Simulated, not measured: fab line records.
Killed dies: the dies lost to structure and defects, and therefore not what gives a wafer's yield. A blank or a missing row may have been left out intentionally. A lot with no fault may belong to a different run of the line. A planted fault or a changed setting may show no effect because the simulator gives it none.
fab line records | flow nand-harc
record: lots: 5 | wafers: 15 | last-day: 33
route steps=1302 shown P_M0@261 P_M1@285 END@1302
lots with no fault: from the same line, run without faults
start-h: start of the lot's first displayed wafer, in hours after the record's first day | wait-h: hours elapsed since this lot's preceding step | " identical to the entry in the row above | L1.1+2: one row covering several wafers at once | - value missing, or start not given | * or withheld: withheld | < > ~ a bound
route shown NAME@n: a module of which the file shows steps, and the number in the route of the first | usual: mean/standard deviation of fault-free wafers | same: alike in all rows | chamber/n: place in a boat | sites: readings site by site | _std_site: standard deviation across them | _edge_site: outer sites' mean less inner sites' | radius-mm: for every site, how far away it sits from the centre of the wafer | mask NAME#n: copy n | behind: the tool/chamber that last shaped the wafer | hold: cause of the lot's hold/its duration in hours/its outcome | device: whichever transistor did not switch (one of n, p or np) | end of line: tests run on the same wafers once the route is complete | a step given without rows: its recipe and nothing more | killed: dies lost to structure and defects at the first sort, not the wafer's yield | map: shows each die of a wafer: x if killed, . if not, _ if none is there
set.NAME: setting as actually run; set.NAME@STEP: the setting as run at that earlier step | model.NAME: the simulator's own value behind a step, which no gauge read
certain route steps with their lots: each step a table, each wafer a row
services: from which hour (start-h, from the record's first day; less than 0 if before it) a tool's chamber was out of use, for how many hours, and why
== steps ==
step: NHARC_P_M0_PEB_07
recipe: peb-temp-c: 100 | peb-time-s: 65
step: NHARC_P_M0_DEVELOP_08
recipe: develop-time-s: 35 | dev-temp-c: 23
step: NHARC_P_M0_CD_MEAS_09
recipe: target-cd-nm: 90 | landing-energy-ev: 500
usual: cd-nm: 90.5/0.67
lot.wafer | tool      | chamber | start-h | wait-h | cd-nm
L711.2    | cd-sem-03 | 0       | 135.34  | -      | 90.9
L711.3    | "         | 0       | "       | "      | 91.3
L711.6    | "         | 0       | "       | "      | 91.4
L715.1    | cd-sem-02 | 0       | 173.96  | -      | 91.2
L715.2    | "         | 0       | "       | "      | 90.7
L715.6    | "         | 0       | "       | "      | 89.8
L724.2    | cd-sem-03 | 0       | 267.74  | -      | 90.5
L724.4    | "         | 0       | "       | "      | 89.8
L724.5    | "         | 0       | "       | "      | 90.6
L731.1    | cd-sem-01 | 0       | 333.46  | -      | 90.0
L731.2    | "         | 0       | "       | "      | 90.4
L731.4    | "         | 0       | "       | "      | 90.4
L732.3    | cd-sem-02 | 0       | 341.92  | -      | 89.7
L732.4    | "         | 0       | "       | "      | 90.5
L732.6    | "         | 0       | "       | "      | 89.2
step: NHARC_P_M0_OVL_MEAS_10
recipe: pitch-nm: 180
usual: overlay-x-nm: -0.2/0.63 | overlay-y-nm: -0.1/0.7
lot.wafer | tool       | chamber | start-h | wait-h | overlay-x-nm | overlay-y-nm
L711.2    | overlay-01 | -       | 135.43  | -      | -1.3         | -0.5
L711.3    | "          | -       | "       | "      | -0.3         | -0.3
L711.6    | "          | -       | "       | "      | -1.0         | -0.3
L715.1    | overlay-02 | -       | 174.05  | -      | 0.0          | -0.5
L715.2    | "          | -       | "       | "      | 0.5          | -0.6
L715.6    | "          | -       | "       | "      | 0.6          | -0.6
L724.2    | overlay-01 | -       | 267.83  | -      | -0.2         | 0.4
L724.4    | "          | -       | "       | "      | 0.1          | 0.4
L724.5    | "          | -       | "       | "      | -0.1         | -0.2
L731.1    | overlay-01 | -       | 333.55  | -      | 0.2          | -0.1
L731.2    | "          | -       | "       | "      | 0.2          | 0.6
L731.4    | "          | -       | "       | "      | -0.4         | 0.3
L732.3    | overlay-02 | -       | 342.01  | -      | 0.1          | -0.3
L732.4    | "          | -       | "       | "      | -0.3         | -0.5
L732.6    | "          | -       | "       | "      | -0.1         | -0.4
step: NHARC_P_M0_INSPECT_11
usual: raw-defect-count: 4.0/2.3
lot.wafer | tool              | chamber | start-h | wait-h | raw-defect-count
L711.2    | defect-inspect-01 | -       | 135.47  | 0.0    | 3
L711.3    | "                 | -       | "       | "      | 7
L711.6    | "                 | -       | "       | "      | 11
L715.1    | defect-inspect-01 | -       | 174.08  | 0.0    | 2
L715.2    | "                 | -       | "       | "      | 4
L715.6    | "                 | -       | "       | "      | 3
L724.2    | defect-inspect-01 | -       | 267.86  | 0.0    | 5
L724.4    | "                 | -       | "       | "      | 3
L724.5    | "                 | -       | "       | "      | 2
L731.1    | defect-inspect-01 | -       | 333.59  | 0.0    | 4
L731.2    | "                 | -       | "       | "      | 4
L731.4    | "                 | -       | "       | "      | 9
L732.3    | defect-inspect-01 | -       | 342.04  | 0.0    | 8
L732.4    | "                 | -       | "       | "      | 4
L732.6    | "                 | -       | "       | "      | 0
step: NHARC_P_M0_DESCUM_14
recipe: time-s: 3 | o2-flow-sccm: 200 | ar-flow-sccm: 0 | bias-power-w: 0 | chemistry: O2
step: NHARC_P_M0_ETCH_34
recipe: target-depth-a: 400 | overetch-a: 120 | time-s: 43.94 | ion-energy-ev: 200 | n2-flow-sccm: 150 | h2-flow-sccm: 150 | ar-flow-sccm: 0 | rf-w: 400 | bias-w: 150 | chemistry: N2/H2
step: NHARC_P_M0_ETCH_15
recipe: target-depth-a: 1500 | overetch-a: 150 | time-s: 82.5 | c4f8-flow-sccm: withheld | ar-flow-sccm: 400 | rf-w: 600 | bias-w: 300 | chemistry: C4F8/Ar
usual: oes-product-au: 0.947/0.019 | rf-vpp-V: 440.3/2.3
same: time-s: 82.5
lot.wafer | tool        | chamber | start-h | wait-h | oes-product-au | rf-hours-counter-h | rf-vpp-V
L711.2    | rie-diel-01 | 3       | -       | -      | 0.944          | 39                 | 437.5
L711.3    | "           | 0       | "       | "      | 0.967          | 40                 | 442.9
L711.6    | "           | 3       | "       | "      | 0.947          | -                  | 437.5
L715.2    | rie-diel-01 | 3       | -       | -      | 0.905          | 56                 | 438.2
L715.1    | "           | 0       | "       | "      | 0.917          | 54                 | 441.7
L715.6    | "           | 3       | "       | "      | 0.895          | -                  | 437.2
L724.2    | rie-diel-06 | 3       | -       | -      | 0.940          | 24                 | 441.3
L724.4    | "           | 1       | "       | "      | 0.974          | 23                 | 441.1
L724.5    | "           | 2       | "       | "      | 0.960          | -                  | 438.0
L731.2    | rie-diel-13 | 0       | -       | -      | 0.946          | 55                 | 444.7
L731.1    | "           | 2       | "       | "      | 0.963          | 52                 | 445.6
L731.4    | "           | 3       | "       | "      | 0.953          | 49                 | 437.0
L732.4    | rie-diel-01 | 0       | -       | -      | 0.931          | 37                 | 440.8
L732.3    | "           | 3       | "       | "      | 0.922          | 41                 | 438.5
L732.6    | "           | 1       | "       | "      | 0.944          | -                  | 443.1
step: NHARC_P_M0_CD_MEAS_16
usual: cd-nm: 90.3/0.97
lot.wafer | tool      | chamber | start-h | wait-h | cd-nm
L711.2    | cd-sem-02 | -       | 135.83  | -      | 91.1
L711.3    | "         | -       | "       | "      | 89.9
L711.6    | "         | -       | "       | "      | 90.8
L715.1    | cd-sem-01 | -       | 174.48  | -      | 91.5
L715.2    | "         | -       | "       | "      | 89.8
L715.6    | "         | -       | "       | "      | 89.6
L724.2    | cd-sem-02 | -       | 268.22  | -      | 91.0
L724.4    | "         | -       | "       | "      | 89.5
L724.5    | "         | -       | "       | "      | 91.0
L731.1    | cd-sem-01 | -       | 334.02  | -      | 90.5
L731.2    | "         | -       | "       | "      | 91.5
L731.4    | "         | -       | "       | "      | 89.5
L732.3    | cd-sem-03 | -       | 342.42  | -      | 87.9
L732.4    | "         | -       | "       | "      | 91.5
L732.6    | "         | -       | "       | "      | 90.1
step: NHARC_P_M0_STRIP_18
recipe: power-w: 1000 | n2-flow-sccm: 150 | h2-flow-sccm: 150 | ar-flow-sccm: 0 | bias-w: 0 | chemistry: N2/H2
step: NHARC_P_M0_STRIP_19
recipe: time-s: 600 | temp-c: 30 | chemistry: post-etch-residue-remover
step: NHARC_P_M0_DEGAS_28
recipe: temp-c: 250 | time-s: 60
usual: heater-power-w: 314/21
same: time-s: 60
lot.wafer | tool           | chamber | start-h | wait-h | heater-power-w
L711.3    | pvd-sputter-02 | -       | 136.44  | -      | 290
L711.2    | "              | -       | "       | "      | 304
L711.6    | "              | -       | "       | "      | 303
L715.1    | pvd-sputter-02 | -       | 175.18  | -      | 298
L715.2    | "              | -       | "       | "      | 314
L715.6    | "              | -       | "       | "      | 306
L724.4    | pvd-sputter-02 | -       | 268.86  | -      | 294
L724.2    | "              | -       | "       | "      | 309
L724.5    | "              | -       | "       | "      | 292
L731.2    | pvd-sputter-02 | -       | 334.65  | -      | 305
L731.4    | "              | -       | "       | "      | 303
L731.1    | "              | -       | "       | "      | 328
L732.4    | pvd-sputter-03 | -       | 343.10  | -      | 392
L732.3    | "              | -       | "       | "      | 336
L732.6    | "              | -       | "       | "      | 310
step: NHARC_P_M0_PRE_CLEAN_29
recipe: time-s: 30 | temp-c: 280 | gas: H2/He
usual: heater-power-w: 388/25
same: time-s: 30
lot.wafer | tool           | chamber | start-h | wait-h | heater-power-w
L711.3    | pvd-sputter-02 | -       | 136.51  | -      | 365
L711.2    | "              | -       | "       | "      | 375
L711.6    | "              | -       | "       | "      | 381
L715.2    | pvd-sputter-02 | -       | 175.28  | -      | 379
L715.1    | "              | -       | "       | "      | 383
L715.6    | "              | -       | "       | "      | 369
L724.4    | pvd-sputter-02 | -       | 268.92  | -      | 383
L724.2    | "              | -       | "       | "      | 354
L724.5    | "              | -       | "       | "      | 379
L731.2    | pvd-sputter-02 | -       | 334.71  | -      | 386
L731.4    | "              | -       | "       | "      | 381
L731.1    | "              | -       | "       | "      | 373
L732.4    | pvd-sputter-03 | -       | 343.14  | -      | 427
L732.3    | "              | -       | "       | "      | 363
L732.6    | "              | -       | "       | "      | 394
step: NHARC_P_M0_PVD_20
recipe: target-thk-a: 50 | bias-v: 168.6 | power-w: 15000 | chamber-pressure-pa: 0.12 | time-s: 8.06 | substrate-temp-c: 50 | material: TaN
step: NHARC_P_M0_PVD_21
recipe: target-thk-a: 300 | chamber-pressure-pa: 5 | power-w: 5000 | substrate-temp-c: 30 | time-s: 20.49 | material: Cu
step: NHARC_P_M0_ECD_22
recipe: target-thk-a: 4000 | bath-temp-c: 25 | material: Cu
step: NHARC_P_M0_ANNEAL_30
recipe: temp-c: 225 | time-s: 90
usual: wafer_temp_C_max: 226.05/0.26
same: time-s: 90
lot.wafer | tool          | chamber | start-h | wait-h | wafer_temp_C_max
L711.2    | rtp-anneal-02 | 0       | 137.24  | -      | 225.88
L711.3    | "             | 0       | "       | "      | 226.12
L711.6    | "             | 0       | "       | "      | 225.81
L715.1    | rtp-anneal-01 | 0       | 176.02  | -      | 226.18
L715.2    | "             | 0       | "       | "      | 226.09
L715.6    | "             | 0       | "       | "      | 226.14
L724.2    | rtp-anneal-02 | 0       | 269.68  | 0.3    | 226.44
L724.4    | "             | 0       | "       | "      | 226.38
L724.5    | "             | 0       | "       | "      | 226.63
L731.1    | rtp-anneal-01 | 0       | 335.39  | -      | 225.99
L731.2    | "             | 0       | "       | "      | 225.82
L731.4    | "             | 0       | "       | "      | 225.96
L732.3    | rtp-anneal-01 | 0       | 344.10  | -      | 226.31
L732.4    | "             | 0       | "       | "      | 225.63
L732.6    | "             | 0       | "       | "      | 225.96
step: NHARC_P_M0_CMP_23
recipe: t-overpolish-s: 20 | target-thk-nm: 117.54
usual: motor-current-A: 12.7/1.1 | time-to-endpoint-s: 28/3.7
same: t-overpolish-s: 20
lot.wafer | tool   | chamber | start-h | wait-h | motor-current-A | time-to-endpoint-s
L711.2    | cmp-01 | 2       | 137.53  | -      | 12.0            | 24
L711.3    | "      | 3       | "       | "      | 11.9            | 32
L711.6    | "      | 3       | "       | "      | 10.7            | 32
L715.1    | cmp-02 | 1       | 176.42  | -      | 13.0            | 30
L715.2    | "      | 2       | "       | "      | 14.3            | 32
L715.6    | "      | 0       | "       | "      | 13.8            | 21
L724.4    | cmp-01 | 1       | 270.00  | -      | 13.0            | 23
L724.2    | "      | 3       | "       | "      | 11.8            | 29
L724.5    | "      | 1       | "       | "      | 12.0            | 21
L731.4    | cmp-02 | 3       | 335.73  | -      | 11.5            | 32
L731.2    | "      | 0       | "       | "      | 14.2            | 24
L731.1    | "      | 2       | "       | "      | 13.8            | 31
L732.3    | cmp-02 | 3       | 344.37  | -      | 12.2            | 33
L732.4    | "      | 1       | "       | "      | 12.4            | 32
L732.6    | "      | 2       | "       | "      | 13.5            | 34
step: NHARC_P_M0_THK_MEAS_24
recipe: thk-meas-gauge: xrf
usual: thk-nm: 117.2/1.8
lot.wafer | tool          | chamber | start-h | wait-h | thk-nm
L711.2    | film-metro-01 | -       | 137.85  | -      | 117.9
L711.3    | "             | -       | "       | "      | 121.9
L711.6    | "             | -       | "       | "      | 121.2
L715.1    | film-metro-01 | -       | 176.68  | -      | 115.5
L715.2    | "             | -       | "       | "      | 118.4
L715.6    | "             | -       | "       | "      | 115.4
L724.2    | film-metro-02 | -       | 270.29  | -      | 117.6
L724.4    | "             | -       | "       | "      | 112.6
L724.5    | "             | -       | "       | "      | 114.6
L731.1    | film-metro-02 | -       | 336.04  | -      | 119.3
L731.2    | "             | -       | "       | "      | 115.7
L731.4    | "             | -       | "       | "      | 118.2
L732.3    | film-metro-02 | -       | 344.66  | -      | 118.4
L732.4    | "             | -       | "       | "      | 119.0
L732.6    | "             | -       | "       | "      | 119.7
step: NHARC_P_M0_SRD_25
step: NHARC_P_M0_PRE_CLEAN_31
recipe: time-s: 12 | temp-c: 370 | rf-power-w: 300 | gas: NH3
usual: heater-power-w: 640/48
same: time-s: 12
lot.wafer | tool     | chamber | start-h | wait-h | heater-power-w
L711.2    | pecvd-02 | 1       | 138.07  | 0.1    | 639
L711.3    | "        | 0       | "       | "      | 588
L711.6    | "        | 1       | "       | "      | 636
L715.2    | pecvd-03 | 2       | 176.92  | 0.1    | 640
L715.1    | "        | 0       | "       | "      | 561
L715.6    | "        | 2       | "       | "      | 625
L724.2    | pecvd-03 | 2       | 270.56  | 0.1    | 596
L724.4    | "        | 0       | "       | "      | 656
L724.5    | "        | 2       | "       | "      | 592
L731.2    | pecvd-02 | 1       | 336.26  | 0.1    | 642
L731.1    | "        | 0       | "       | "      | 708
L731.4    | "        | 2       | "       | "      | 648
L732.3    | pecvd-02 | 1       | 344.89  | 0.1    | 629
L732.6    | "        | 1       | "       | "      | 623
L732.4    | "        | 2       | "       | "      | 590
step: NHARC_P_M0_DEP_32
recipe: target-thk-a: 300 | temp-c: 370 | target-thk-nm: 30 | pressure-torr: 3 | flow-sccm: 200 | rf-w: 450 | material: SiCN
step: NHARC_P_M1_DEP_00
recipe: target-thk-a: 1825 | target-thk-nm: 182.5 | temp-c: withheld | pressure-torr: 5 | flow-sccm: 200 | rf-w: 600 | material: SiOC
step: NHARC_P_M1_DEHYDRATE_01
recipe: temp-c: 150 | time-s: 120
step: NHARC_P_M1_HMDS_02
recipe: time-s: 30
step: NHARC_P_M1_COAT_34
recipe: temp-c: 200 | time-s: 65
step: NHARC_P_M1_COAT_03
recipe: spin-rpm: 1500 | resist-thk-nm: 90
step: NHARC_P_M1_SOFTBAKE_04
recipe: temp-c: 105 | time-s: 55
step: NHARC_P_M1_EBR_05
step: NHARC_P_M1_EXPOSE_06
recipe: na: 1.35 | target-cd-nm: 130 | dose-mj: 81.88 | mask-id: P_M1
step: NHARC_P_M1_PEB_07
recipe: peb-temp-c: 100 | peb-time-s: 65
step: NHARC_P_M1_DEVELOP_08
recipe: develop-time-s: 35 | dev-temp-c: 23
step: NHARC_P_M1_CD_MEAS_09
recipe: target-cd-nm: 130 | landing-energy-ev: 500
usual: cd-nm: 130.1/0.76
lot.wafer | tool      | chamber | start-h | wait-h | cd-nm
L711.2    | cd-sem-01 | 0       | 139.38  | -      | 130.5
L711.3    | "         | 0       | "       | "      | 130.6
L711.6    | "         | 0       | "       | "      | 129.4
L715.1    | cd-sem-01 | 0       | 178.23  | -      | 129.7
L715.2    | "         | 0       | "       | "      | 129.6
L715.6    | "         | 0       | "       | "      | 129.4
L724.2    | cd-sem-01 | 0       | 272.05  | -      | 130.9
L724.4    | "         | 0       | "       | "      | 129.8
L724.5    | "         | 0       | "       | "      | 130.1
L731.1    | cd-sem-02 | 0       | 337.57  | -      | 130.5
L731.2    | "         | 0       | "       | "      | 128.9
L731.4    | "         | 0       | "       | "      | 129.7
L732.3    | cd-sem-01 | 0       | 346.22  | -      | 129.9
L732.4    | "         | 0       | "       | "      | 129.7
L732.6    | "         | 0       | "       | "      | 129.5
step: NHARC_P_M1_OVL_MEAS_10
recipe: pitch-nm: 260
usual: overlay-x-nm: -0.2/0.82 | overlay-y-nm: 0.3/0.94
lot.wafer | tool       | chamber | start-h | wait-h | overlay-x-nm | overlay-y-nm
L711.2    | overlay-01 | -       | 139.46  | -      | -1.6         | 0.0
L711.3    | "          | -       | "       | "      | -1.2         | 0.1
L711.6    | "          | -       | "       | "      | -1.2         | 1.0
L715.1    | overlay-02 | -       | 178.32  | -      | -1.8         | -0.5
L715.2    | "          | -       | "       | "      | -1.3         | -0.7
L715.6    | "          | -       | "       | "      | -1.2         | -0.7
L724.2    | overlay-01 | -       | 272.14  | -      | 0.2          | -1.4
L724.4    | "          | -       | "       | "      | 0.6          | -0.7
L724.5    | "          | -       | "       | "      | -0.2         | -1.2
L731.1    | overlay-01 | -       | 337.65  | -      | -1.1         | 0.4
L731.2    | "          | -       | "       | "      | -1.0         | 1.0
L731.4    | "          | -       | "       | "      | -1.5         | 0.6
L732.3    | overlay-01 | -       | 346.30  | -      | -0.5         | 2.2
L732.4    | "          | -       | "       | "      | -0.1         | 2.4
L732.6    | "          | -       | "       | "      | -0.6         | 2.3
step: NHARC_END_SORT_01
recipe: temp-c: 25
usual: defect-limited-yield: 91/3.1 | killed-at-array: 54/21 | killed-at-other: 0.9/1.1 | killed-at-periphery: 3.5/2.5 | killed-dies: 58/21 | killed-open: 3.3/1.9 | killed-short: 2.6/1.8 | sort_bin_2_pct: 3.0/1.4 | sort_bin_3_pct: 0.6/0.41 | sort_bin_4_pct: 4.9/1.7 | sort-n-pass: 619/21 | sort-rim-yield-pct: 92/4 | sort-yield-pct: 91/3.1
same: gross-dies: 677 | sort_bin_5_pct[%]: 0 | sort_bin_6_pct[%]: 0 | sort_bin_7_pct[%]: 0 | sort_bin_8_pct[%]: 0 | sort-rim-n-gross: 106.00
lot.wafer | tool      | chamber | start-h | wait-h | defect-limited-yield[%] | killed-at-array | killed-at-other | killed-at-periphery | killed-dies | killed-open | killed-short | sort_bin_2_pct[%] | sort_bin_3_pct[%] | sort_bin_4_pct[%] | sort-n-pass | sort-rim-yield-pct[%] | sort-yield-pct[%]
L724.2    | prober-02 | 0       | 706.27  | 2.8    | 90                      | 39              | 3               | 24                  | 66          | 3           | 1            | 3.5               | 1.0               | 5.2               | 611         | 97                    | 90
L724.4    | prober-02 | 0       | 707.85  | 3.4    | 92                      | 41              | 0               | 14                  | 55          | 5           | 2            | 3.7               | 0.4               | 4.0               | 622         | 91                    | 92
L724.5    | prober-02 | 0       | 708.65  | 3.7    | 91                      | 43              | 0               | 16                  | 59          | 4           | 3            | 4.1               | 0.4               | 4.1               | 618         | 92                    | 91
killed by level:class
L724.2 A_CHANNEL_HOLE_D1:chamber-film-flake=26 P_M0:unspecified=22 A_CONTACT:chamber-film-flake=4 THIN_TSV:chamber-film-flake=3 A_WL_FILL:geometric-particle:open=2 A_DECK1_JOINT:chamber-film-flake=2 A_STAIRCASE:chamber-film-flake=2 A_CHANNEL_HOLE_D1:geometric-particle:short=1
L724.4 A_CHANNEL_HOLE_D1:chamber-film-flake=26 P_M0:unspecified=13 A_SLIT:chamber-film-flake=4 A_ONON_D2:geometric-particle:open=2 A_CHANNEL_FILL_D2:chamber-film-flake=2 P_M0:geometric-particle:open=1 A_CONTACT:geometric-particle:open=1 A_M0:geometric-particle:open=1
L724.5 A_CHANNEL_HOLE_D1:chamber-film-flake=29 P_M0:unspecified=12 A_SLIT:chamber-film-flake=3 A_DECK1_JOINT:chamber-film-flake=2 A_CONTACT:chamber-film-flake=2 P_STI:geometric-particle:open=1 P_GATE:geometric-particle:open=1 A_CHANNEL_HOLE_D1:geometric-particle:short=1
map L724.2 (x killed, . not)
____________.____________
_________......._________
_______..........._______
______.............______
_____..............._____
____............x....____
____.................____
___..............x....___
___...................___
__...x.x......x..x.....__
__..xx.................__
_....x.xx.x..........x.._
_.x....x...............x_
_...xxx................._
_...x.xxx..............._
_..xxxx....x............_
....xxxxxx...............
.....xxxx....x...........
....x.x.x................
.....x.xxx........x......
....xxxxx................
_....x..xx.............._
_...x.xx.......x........_
_......................._
_.....x................._
_......................._
__.....................__
__.....................__
___...................___
___.................x.___
____................x____
____.....x...........____
_____..............._____
______..x..........______
_______...x......._______
_________x......_________
____________.____________
map L715.1 (x killed, . not)
____________.____________
_________..x...._________
_______.....xx...._______
______....x.....x..______
_____......x.x..xx.._____
____............x..x.____
____x....x....xxxx.xx____
___.........x..xxxx...___
___...........xxxxxx.x___
__..............xxx..x.__
__.............xxxx....__
_.x.............x.x....._
_.............x........._
_...x..................._
_.....................x._
_....x.................._
...................x.....
.........x...............
..................xx.....
.........................
.........................
_......................._
_x............xx........_
_...........x..........._
_......................._
_......................._
__.....................__
__.....................__
___...................___
___...................___
____.................____
____.................____
_____..............._____
______.............______
_______..........._______
_________x......_________
____________.____________
== services ==
tool           | chamber | start-h | hours | kind
cmp-02         | -       | 115.85  | 4.0   | repair
cmp-02         | -       | 134.50  | 4.0   | pm
rie-diel-01    | 1       | 150.19  | 2.9   | repair
cmp-01         | -       | 159.35  | 5.9   | repair
cmp-02         | -       | 159.82  | 5.0   | repair
pecvd-02       | -       | 167.24  | 1.7   | repair
rie-diel-01    | -       | 168.19  | 0.2   | repair
pvd-sputter-03 | -       | 170.00  | 10.0  | pm
pecvd-03       | 1       | 180.52  | 4.8   | repair
pecvd-03       | -       | 185.05  | 13.0  | pm
cmp-01         | -       | 194.81  | 4.0   | pm
cmp-01         | -       | 200.58  | 14.1  | repair
rie-diel-01    | -       | 203.82  | 9.0   | pm
pecvd-02       | 2       | 204.18  | 14.1  | repair
pvd-sputter-03 | -       | 216.32  | 96.8  | repair
pecvd-02       | -       | 227.15  | 13.0  | pm
cmp-02         | -       | 232.50  | 4.0   | pm
rie-diel-01    | 0       | 232.95  | 9.6   | repair
pvd-sputter-02 | -       | 234.56  | 4.7   | repair
cmp-02         | -       | 239.14  | 0.3   | repair
pecvd-03       | 1       | 265.18  | 16.2  | repair
pvd-sputter-02 | -       | 282.00  | 10.0  | pm
cmp-02         | -       | 314.84  | 2.2   | repair
cmp-02         | -       | 328.39  | 2.6   | repair
== key ==
first-sign: step: NHARC_END_SORT_01 | reading: killed-at-periphery | direction: up | sigmas: 5.7 | usual: 3.5 | struck: 18
effect none on later readings
met-at NHARC_P_M0_PRE_CLEAN_29
struck-wafers L724.2,L724.4,L724.5
onset-between 175.28 268.92
also-fits NHARC_P_M0_ETCH_15:rie-diel-06,NHARC_P_M0_ANNEAL_30:rtp-anneal-02,NHARC_P_M0_CMP_23:cmp-01,NHARC_P_M0_PRE_CLEAN_31:pecvd-03
fault: kind: chamber-particle-source | tool: pvd-sputter-02 | chamber: - | onset-h: 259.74 | steps: NHARC_P_M0_PRE_CLEAN_29 | rate-per-visit-cm2: 0.054963 | end-h: 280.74
